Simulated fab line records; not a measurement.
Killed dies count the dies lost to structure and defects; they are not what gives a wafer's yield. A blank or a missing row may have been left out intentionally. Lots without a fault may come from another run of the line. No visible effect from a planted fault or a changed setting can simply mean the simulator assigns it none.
2 desks looking at one fault || flow nand_harc || what lay behind the numbers comes last; until then each desk has only its own

== DESK OF THE TOOL OWNER: rie_diel-02 ==
The tool's own readings at NHARC_A_WL_FILL_ETCHBACK_16 (etches the open film in C4F8/O2/Ar, target depth 120 nm, time 24 s): means of the sampled wafers that have a number, for each lot that ran on this tool. The brackets show how far a lot's mean lies from the usual mean; more than 4 standard deviations puts the lot out of limits, marked OUT.
Columns: A = oes_product_au at NHARC_A_WL_FILL_ETCHBACK_16, usual 0.982 a.u.; B = rf_vpp_V at NHARC_A_WL_FILL_ETCHBACK_16, usual 724 V; C = run_length_s at NHARC_A_WL_FILL_ETCHBACK_16, usual 45.2 s
{"lot": "L344", "first seen here": "day 21 22:30", "A": 0.940, "B": 723, "C": 45.1}
{"lot": "L346", "first seen here": "day 23 08:19", "A": 0.932, "B": 721, "C": 45.0}
{"lot": "L345", "first seen here": "day 23 10:26", "A": 0.993, "B": 723, "C": 45.7}
{"lot": "L351", "first seen here": "day 24 15:10", "A": 1.004, "B": 718, "C": "35.9 (-18) OUT"}
{"lot": "L352", "first seen here": "day 25 14:16", "A": 0.976, "B": 724, "C": "39.2 (-12) OUT"}
{"lot": "L354", "first seen here": "day 26 07:20", "A": 0.989, "B": 722, "C": "32.1 (-26) OUT"}
{"lot": "L358", "first seen here": "day 28 12:23", "A": 0.989, "B": 721, "C": 45.1}
This desk's finding: out of limits on L351, L352, L354; first on L351, day 24 15:10 (run_length_s at NHARC_A_WL_FILL_ETCHBACK_16). L344, L346, L345, L358: within limits.

== THE DEFECT DESK ==
Inspection counts along the route, by lot: the mean over sampled wafers that carry a number. The brackets show how far a lot's mean lies from the usual mean; more than 4 standard deviations puts the lot out of limits, marked OUT.
Columns: A = raw_defect_count at NHARC_A_SIN_REMOVE_INSPECT_04, usual 377
{"lot": "L339", "first seen here": "day 19 13:39", "A": 415}
{"lot": "L341", "first seen here": "day 20 01:09", "A": 375}
{"lot": "L340", "first seen here": "day 20 01:10", "A": 283}
{"lot": "L344", "first seen here": "day 21 10:21", "A": 370}
{"lot": "L342", "first seen here": "day 21 10:24", "A": 388}
{"lot": "L345", "first seen here": "day 22 19:40", "A": 332}
{"lot": "L346", "first seen here": "day 22 19:42", "A": 470}
{"lot": "L348", "first seen here": "day 23 07:47", "A": 400}
{"lot": "L351", "first seen here": "day 24 00:06", "A": 431}
{"lot": "L352", "first seen here": "day 25 02:28", "A": 322}
{"lot": "L354", "first seen here": "day 25 17:22", "A": 378}
{"lot": "L355", "first seen here": "day 26 00:13", "A": 408}
{"lot": "L356", "first seen here": "day 26 14:41", "A": 360}
{"lot": "L358", "first seen here": "day 28 01:34", "A": 393}
{"lot": "L361", "first seen here": "day 28 23:12", "A": 503}
Finding of this desk: none of the 15 lots has anything out of limits.

== TAKEN TOGETHER ==
An alarm could have come from the tool owner's desk at day 24 15:10, on L351, L352, L354.
Nothing out of limits was seen by the defect desk.
The defect desk has L351, L352, L354 on record, within its limits.
Every lot named ran NHARC_A_WL_FILL_ETCHBACK_16 on rie_diel-02.

== WHAT THE SIMULATOR PUT IN ==
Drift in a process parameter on rie_diel-02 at NHARC_A_WL_FILL_ETCHBACK_16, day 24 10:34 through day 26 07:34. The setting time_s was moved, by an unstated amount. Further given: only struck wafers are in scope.
Shown lots that were struck: L351, L352, L354.
Hours from the fault's start to each desk's first reading out of limits: the tool owner's desk, 5.
